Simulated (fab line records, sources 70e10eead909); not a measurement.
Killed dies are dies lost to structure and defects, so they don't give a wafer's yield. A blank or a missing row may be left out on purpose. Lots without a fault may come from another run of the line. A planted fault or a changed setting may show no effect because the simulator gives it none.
Which tool did it? | flow nand_harc | 15 lots, 45 wafers sampled, at 2 steps of a route of 1302

WHAT THE GAUGES READ, wafer by wafer
NHARC_P_CONTACT_INSPECT_14. Usual: raw_defect_count 4.0, standard deviation 2.6.
lot  | measured     | on                | raw_defect_count | flag
L230 | day 6 08:21  | defect_inspect-01 | 2 4 5            |
L234 | day 7 17:52  | defect_inspect-01 | 4 0 2            |
L233 | day 7 18:22  | defect_inspect-01 | 5 1 4            |
L235 | day 8 09:08  | defect_inspect-02 | 1 4 4            |
L236 | day 8 21:49  | defect_inspect-02 | 3 3 2            |
L237 | day 9 09:10  | defect_inspect-02 | 10 7 6           |
L238 | day 9 12:44  | defect_inspect-02 | 2 2 5            |
L240 | day 10 16:56 | defect_inspect-02 | 13 5 7           |
L242 | day 11 09:01 | defect_inspect-01 | 5 3 3            |
L243 | day 12 01:07 | defect_inspect-02 | 5 4 4            |
L244 | day 12 02:08 | defect_inspect-01 | 0 1 1            |
L248 | day 13 20:34 | defect_inspect-02 | 4 4 1            |
L249 | day 14 03:23 | defect_inspect-02 | 3 2 2            |
L250 | day 14 18:57 | defect_inspect-02 | 4 6 8            |
L252 | day 15 18:03 | defect_inspect-01 | 1 4 5            |

WHICH TOOL RAN EACH LOT (tool, then ch and the chambers of the sampled wafers, then the start)
lot  | NHARC_P_GATE_RTA_80
L230 | rtp_anneal-02 ch 0, day 6 05:57
L234 | rtp_anneal-02 ch 0, day 7 15:17
L233 | rtp_anneal-02 ch 0, day 7 15:49
L235 | rtp_anneal-01 ch 0, day 8 06:37
L236 | rtp_anneal-01 ch 0, day 8 19:25
L237 | rtp_anneal-01 ch 0, day 9 06:48
L238 | rtp_anneal-02 ch 0, day 9 10:28
L240 | rtp_anneal-02 ch 0, day 10 14:32
L242 | rtp_anneal-02 ch 0, day 11 06:48
L243 | rtp_anneal-02 ch 0, day 11 22:52
L244 | rtp_anneal-02 ch 0, day 11 23:41
L248 | rtp_anneal-02 ch 0, day 13 18:10
L249 | rtp_anneal-02 ch 0, day 14 00:58
L250 | rtp_anneal-01 ch 0, day 14 16:33
L252 | rtp_anneal-02 ch 0, day 15 15:41
- NHARC_P_GATE_RTA_80: time 30 s.

WHAT THE TOOLS THEMSELVES READ (means of the sampled wafers that have a number; where no wafer has one, the mark that the record gives instead)
NHARC_P_GATE_RTA_80. Usual: lamp_power_pct 2.08 %, standard deviation 0.075; lamp_zone_4_pct 2.08 %, standard deviation 0.074; lamp_zone_7_pct 2.18 %, standard deviation 0.078; wafer_temp_C_max 302.1, standard deviation 0.61.
lot  | tool          | lamp_power_pct (%) | lamp_zone_4_pct (%) | lamp_zone_7_pct (%) | wafer_temp_C_max | flag
L230 | rtp_anneal-02 | 2.03               | 2.03                | 2.13                | 302.6            |
L234 | rtp_anneal-02 | 2.03               | 2.03                | 2.13                | 302.5            |
L233 | rtp_anneal-02 | 2.03               | 2.03                | 2.13                | 302.1            |
L235 | rtp_anneal-01 | 2.20               | 2.20                | 2.30                | 301.2            |
L236 | rtp_anneal-01 | 2.20               | 2.20                | 2.30                | 301.5            |
L237 | rtp_anneal-01 | 2.20               | 2.20                | 2.31                | 301.4            |
L238 | rtp_anneal-02 | 2.03               | 2.03                | 2.13                | 302.2            |
L240 | rtp_anneal-02 | 2.03               | 2.03                | 2.13                | 302.0            |
L242 | rtp_anneal-02 | 2.03               | 2.03                | 2.13                | 302.4            |
L243 | rtp_anneal-02 | 2.04               | 2.04                | 2.13                | 302.4            |
L244 | rtp_anneal-02 | 2.04               | 2.04                | 2.14                | 302.3            |
L248 | rtp_anneal-02 | 2.03               | 2.03                | 2.13                | 302.3            |
L249 | rtp_anneal-02 | 2.04               | 2.04                | 2.13                | 302.4            |
L250 | rtp_anneal-01 | 2.20               | 2.20                | 2.31                | 301.1            |
L252 | rtp_anneal-02 | 2.03               | 2.03                | 2.13                | 302.7            |

THE ANSWER, worked out from the rows above alone
Rule: a lot is off if the mean of its wafers that have a number lies more than 3 standard deviations from the usual mean. A lot without any number at a reading at which 4 lots or more have one is off too. The other lots that the step has rows for count as sound. The gauges are gone through in route order, then the tools' own readings, and for those a lot's mean is taken as printed above. The first step at which some lot is off is used, and at that step the reading that is off furthest; a lot without a number counts as furthest.
No lot is off at any reading shown: from this, nothing can be told.

WHAT THE SIMULATOR HAD PUT IN
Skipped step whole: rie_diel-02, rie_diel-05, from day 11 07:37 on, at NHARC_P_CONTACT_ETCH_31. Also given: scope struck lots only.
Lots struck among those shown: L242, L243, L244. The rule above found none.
